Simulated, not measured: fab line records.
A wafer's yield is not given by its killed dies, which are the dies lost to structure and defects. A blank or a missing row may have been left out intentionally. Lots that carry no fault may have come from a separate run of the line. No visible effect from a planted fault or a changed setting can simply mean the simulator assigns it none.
Comparing a struck lot with a sound one / flow n5-finfet / 37 steps out of a route of 1938
Sound: the wafers L400.2, L400.4, L400.6. Wafers struck: L388.2, L388.3, L388.5. Last of all comes the cause.
Order at every step that has rows: each side's tool, ch and its chambers, its first start. Under that, the readings that differ: sound wafers / struck wafers / difference of the means / sigmas: that difference in standard deviations of wafers without a fault.
alike: readings with means less than 2 such deviations apart, plus words and numbers identical on both sides. not compared: withheld readings, readings lacking a value on some wafer, bounds such as >300 that could conceal the same value, and numbers that have no deviation in the record and whose values overlap.
The two part at a step that has a row with sigmas, a row that says differs or no value, or rows on one side only. Numbers that have no deviation but don't overlap get no sigmas and don't part them. A reading that every wafer of one side lacks parts them only if that side has two wafers or more.

first, 9 steps without rows for these wafers: N5_BEOL_M4_ILD_DEP_00 (deposits SiOC from DEMS/O2, target thk 79 nm, time 15.3 s); N5_BEOL_M4_PECVD_72 (deposits SiO2 from TEOS/O2, target thk 16 nm, time 18 s); N5_BEOL_M4_HM_DEP_02 (deposits TiN, target thk 20 nm); N5_BEOL_M4_COAT_61 (time 60 s, resist thk 60 nm); N5_BEOL_M4_COAT_62 (time 60 s, resist thk 12 nm); N5_BEOL_M4_COAT_73 (time 60 s, resist thk 5 nm); N5_BEOL_M4_COAT_05 (resist thk 30 nm); N5_BEOL_M4_EBR_07; N5_BEOL_M4_SOFTBAKE_06 (time 60 s).
N5_BEOL_M4_EXPOSE_08: exposes mask M4.
  sound on euv-scanner-02 ch 0, day 13 17:34; struck on euv-scanner-01 ch 0, day 10 19:07
reading=exposure-dose-mJ-cm2; sound=41.09 41.13 41.14; struck=29.61 29.67 29.66; difference=-11.47; sigmas=-99 or more
  alike: mask
then, 2 steps without rows for these wafers: N5_BEOL_M4_PEB_09 (peb time 60 s); N5_BEOL_M4_DEVELOP_10 (develop time 30 s).
N5_BEOL_M4_CD_MEAS_11: the cd target is 16.79 nm.
  sound on cd-sem-01 ch 0, day 13 17:41; struck on cd-sem-02 ch 0, day 10 19:14
reading=cd-nm (nm); sound=17.30 16.73 16.73; struck=8.04 7.59 7.80; difference=-9.11; sigmas=-35
then, 1 step without rows for these wafers: N5_BEOL_M4_DESCUM_16 (chemistry O2, time 7 s).
N5_BEOL_M4_ETCH_74: etches underlayer in N2/H2, target depth 6.5 nm, time 5.2 s.
  sound on rie-diel-02 ch 1,3, day 13 17:50; struck on rie-diel-02 ch 0,1,2, day 10 19:23
reading=model.BEOL_M4.cd-offset-nm (nm); sound=0.2 0.2 0; struck=-8.6 -8.8 -9; difference=-8.9; sigmas=
  alike: drypump-motor-current-A, etch-rf-on-time-s, h2-flow-sccm, oes-product-au, rf-vpp-V, showerhead-plenum-p-Torr, throttle-valve-pct
  not compared: rf-hours-counter-h
then, 5 steps without rows for these wafers: N5_BEOL_M4_ETCH_63 (etches SiARC in CF4, target depth 15.6 nm, time 26 s); N5_BEOL_M4_ETCH_64 (etches SOC in N2/H2, target depth 75 nm, overetch 22.5 nm, time 121.9 s); N5_BEOL_M4_STRIP_65 (strips in N2/H2); N5_BEOL_M4_STRIP_75 (strips in N2/H2); N5_BEOL_M4_STRIP_66 (strips in CF4).
N5_BEOL_M4_HM_OPEN_17: chemistry Cl2/BCl3, target TiN, target depth 20 nm, overetch 6 nm.
  sound on rie-metal-02 ch 0, day 13 18:05; struck on rie-metal-02 ch 0,1, day 10 19:37
reading=model.BEOL_M4.cd-offset-nm (nm); sound=0.4 0.2 -0.2; struck=-9 -9.2 -9.2; difference=-9; sigmas=
  alike: drypump-motor-current-A, oes-product-au, throttle-valve-pct
  not compared: rf-hours-counter-h
then, 1 step without rows for these wafers: N5_BEOL_M4_STRIP_19 (strips in O2).
N5_BEOL_M4_CD_MEAS_18: pitch 36 nm, target cd 18 nm.
  sound on cd-sem-02 at day 13 18:20; struck on cd-sem-03 at day 10 19:47
reading=cd-nm (nm); sound=18.3 18.2 17.9; struck=9.1 9.1 9.0; difference=-9.1; sigmas=-25
then, 11 steps without rows for these wafers: N5_BEOL_M4_COAT_67 (time 60 s, resist thk 60 nm); N5_BEOL_M4_COAT_68 (time 60 s, resist thk 12 nm); N5_BEOL_M4_COAT_76 (time 60 s, resist thk 5 nm); N5_BEOL_M4_COAT_22 (resist thk 30 nm); N5_BEOL_M4_EBR_24; N5_BEOL_M4_SOFTBAKE_23 (time 60 s); N5_BEOL_M4_EXPOSE_25 (exposes mask V3, defocus 5 nm); N5_BEOL_M4_PEB_26 (peb time 60 s); N5_BEOL_M4_DEVELOP_27 (develop time 30 s); N5_BEOL_M4_DESCUM_33 (chemistry O2, time 7 s); N5_BEOL_M4_ETCH_77 (etches underlayer in N2/H2, target depth 6.5 nm, time 5.2 s).
N5_BEOL_M4_CD_MEAS_35: target cd 18 nm, target cd y 22.4 nm.
  sound on cd-sem-02 at day 13 22:21; struck on cd-sem-03 at day 10 21:29
reading=cd-nm (nm); sound=18.7 18.4 17.9; struck=9.0 8.9 8.6; difference=-9.5; sigmas=-23
N5_BEOL_M4_RC_MEAS_101:
  the record has rows for the sound wafers here (prober-01 ch 0, day 14 02:44) and none for the struck ones
-- the record jumps here: 5 days lie between the struck wafers' starts before and after (it left off in module BEOL_M4 and takes up again in module PASSIVATION, whose first step shown is number 1936 of the route) --
N5_PASSIVATION_PROBE_49:
  only the struck wafers here have rows in the record (prober-02, day 15 16:52); the sound ones have none

== WHERE THEY PART ==
Last at N5_PASSIVATION_PROBE_49 as far as this record goes, first at N5_BEOL_M4_EXPOSE_08.

WHY: what had been put in by the simulator
Process parameter drift: euv-scanner-01, from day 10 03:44 on, at N5_BEOL_M4_EXPOSE_08. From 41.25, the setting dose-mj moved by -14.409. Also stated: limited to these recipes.
